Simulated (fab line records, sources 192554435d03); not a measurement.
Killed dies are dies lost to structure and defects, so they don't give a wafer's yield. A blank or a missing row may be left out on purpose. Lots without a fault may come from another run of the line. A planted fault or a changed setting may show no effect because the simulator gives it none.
Chamber matching | flow n5_finfet | N5_BEOL_M5_ETCH_62 on rie_diel-05: 4 sister chambers
The step etches SOC in N2/H2, target depth 75 nm, overetch 15 nm, time 112.5 s. 14 wafers are shown with their chamber, then 7 later ones without.

WAFERS WITH THEIR CHAMBER
wafer  | chamber | showerhead_plenum_p_Torr (Torr) | throttle_valve_pct (%) | drypump_motor_current_A (A)
L279.1 | 3       | 2.65                            | 18.10                  | 5.9
L279.4 | 3       | 2.65                            | 18.10                  | 5.9
L279.6 | 2       | 2.62                            | 17.98                  | 5.5
L281.3 | 2       | 2.62                            | 18.00                  | 5.5
L281.4 | 2       | 2.62                            | 17.99                  | 5.4
L281.6 | 3       | 2.65                            | 18.11                  | 5.9
L283.1 | 3       | 2.65                            | 18.13                  | 5.9
L283.4 | 2       | 2.61                            | 18.02                  | 5.5
L283.6 | 1       | 2.62                            | 17.35                  | 6.2
L286.1 | 0       | 2.44                            | 17.95                  | 5.4
L286.3 | 1       | 2.61                            | 17.37                  | 6.2
L291.1 | 3       | 2.64                            | 18.14                  | 5.9
L291.4 | 0       | 2.44                            | 17.98                  | 5.4
L291.5 | 1       | 2.61                            | 17.40                  | 6.3

SIGNATURES (means of the wafers above)
reading                  | chamber 0 | chamber 1 | chamber 2 | chamber 3 | scatter within a chamber
showerhead_plenum_p_Torr | 2.4400    | 2.6133    | 2.6175    | 2.6480    | 0.00471
throttle_valve_pct       | 17.9650   | 17.3733   | 17.9975   | 18.1160   | 0.0198
drypump_motor_current_A  | 5.400     | 6.233     | 5.475     | 5.900     | 0.0376
Rule: a wafer's distance from a chamber is the root of the sum, over the readings, of the square of ((its reading less the chamber's mean) divided by the reading's scatter). The wafer belongs to the nearest chamber; if the next one is less than 2 further off, it can't be placed. The scatter: the root of (the sum of the squares of (reading less its chamber's mean) over the shown wafers, divided by (wafers less chambers)).

WAFERS WITHOUT THEIR CHAMBER
wafer  | showerhead_plenum_p_Torr (Torr) | throttle_valve_pct (%) | drypump_motor_current_A (A)
L296.1 | 2.61                            | 17.35                  | 6.3
L301.1 | 2.60                            | 18.07                  | 5.4
L301.3 | 2.60                            | 17.43                  | 6.3
L301.4 | 2.43                            | 18.01                  | 5.4
L302.2 | 2.63                            | 18.17                  | 5.9
L302.4 | 2.59                            | 18.08                  | 5.4
L302.6 | 2.59                            | 18.07                  | 5.5

WHICH CHAMBER EACH WENT THROUGH
wafer  | from the rows above | in truth
L296.1 | 1                   | 1
L301.1 | 2                   | 2
L301.3 | 1                   | 1
L301.4 | 0                   | 0
L302.2 | 3                   | 3
L302.4 | 2                   | 2
L302.6 | 2                   | 2
Placed correctly: 7 of 7. Can't be placed from these rows: 0. Placed wrongly: 0.
